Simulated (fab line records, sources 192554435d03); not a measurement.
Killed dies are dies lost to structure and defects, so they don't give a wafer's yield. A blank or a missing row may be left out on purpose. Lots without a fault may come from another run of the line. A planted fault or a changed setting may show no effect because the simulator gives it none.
Problem report in the 8D (eight disciplines) form, filled by code | flow n5_finfet | the parts of the form that need people (team, actions taken, sign-off) are left out

1. THE PROBLEM
M13_ILD_THK at N5_BEOL_M13_THK_MEAS_01 reads a mean of 476 nm on 2 wafers of 2 lots; wafers without a fault read 836 nm with a standard deviation of 11. That is -33 standard deviations from the usual mean.
First seen on wafer L937.5, day 13 09:32, on film_metro-01. The record holds 30 wafers of 10 lots with a number at this step. Rule for "out", or "out of limits": more than 4 standard deviations from the usual mean. The other wafers with a number count as sound.

2. WHAT IT IS AND WHAT IT IS NOT
question                    | is                           | is not
which readings at this step | M13_ILD_THK                  | -
which lots                  | L937, L939                   | L935, L938, L949, L950, L951, L953, L955, L956
which wafers of those lots  | L937.5, L939.5               | L937.2, L937.3, L939.3, L939.6
read on which gauges        | film_metro-01, film_metro-02 | -
when                        | from day 13 09:32            | up to then (5 sound wafers); but 23 sound wafers of L938, L939, L949, L950, L951, L953, L955, L956 came after

3. SUSPECTS, AND WHAT RULES EACH OUT
Counting: a tool at a process step up to the reading stays a suspect if it ran every lot that is out. Sound lots after the first of them don't rule it out here, since some wafers of a struck lot are sound.
- the gauge at N5_BEOL_M13_THK_MEAS_01: ruled out. The wafers that are out were read on 2 gauges (film_metro-01, film_metro-02).
- pecvd-01 at N5_BEOL_M13_ILD_DEP_00 (deposits SiOC from DEMS/O2, target thk 837.92 nm, time 166.4 s): kept. It ran every lot that is out, first L937 (day 13 09:22); its last sound lot up to then is L935 (day 13 08:32). Its own readings are out on those wafers: run_length_s.
Left after counting: pecvd-01 at N5_BEOL_M13_ILD_DEP_00.

4. THE CAUSE (what the simulator had put in)
Process parameter drift: pecvd-01, from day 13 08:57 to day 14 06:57, at N5_BEOL_M13_ILD_DEP_00. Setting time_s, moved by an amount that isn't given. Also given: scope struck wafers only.
Counting left only this tool.

5. THE CHAIN OF EFFECTS, in route order
Each row: a reading whose mean over the struck wafers that have a number lies more than 3 standard deviations from the usual. Only readings for which the record gives a usual standard deviation are gone through. hours: the time from each lot's start at the first step in this table that gives one to its start at this step, as a median over the lots. sigmas: the change in usual standard deviations.
hours | step                    | reading                  | usual      | on struck wafers | change | sigmas
0     | N5_BEOL_M13_ILD_DEP_00  | run_length_s             | 211.3 s    | 136.5            | -74.8  | -99 or more
0     | N5_BEOL_M13_THK_MEAS_01 | M13_ILD_THK              | 836 nm     | 476              | -360   | -33
1     | N5_BEOL_M13_STRIP_63    | oes_product_au           | 0.675 a.u. | 0.720            | +0.045 | +10
1     | N5_BEOL_M13_STRIP_63    | strip_time_to_endpoint_s | 27.8 s     | 57.2             | +29.4  | +29
The process steps in it:
- N5_BEOL_M13_ILD_DEP_00: deposits SiOC from DEMS/O2, target thk 837.92 nm, time 166.4 s.
- N5_BEOL_M13_STRIP_63: strips in N2/H2.
Later measuring or inspecting steps at which every struck wafer that the step has a row for has a number for every such reading, and none has moved that far: N5_BEOL_M13_OVL_MEAS_11.

6. WHAT WOULD HAVE CAUGHT IT SOONER
In this record the first reading out of limits at a measuring or inspecting step was taken at day 13 09:32, 1 hour after the fault began at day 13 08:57.
The tool's own readings at N5_BEOL_M13_ILD_DEP_00 were out on every struck wafer that the step has a row for (run_length_s): an alarm limit on them would have fired on the first of those.
Of the lots that are out (2), L939 began N5_BEOL_M13_ILD_DEP_00 on pecvd-01 after day 13 09:32. A hold on the tool at that time would have spared it.
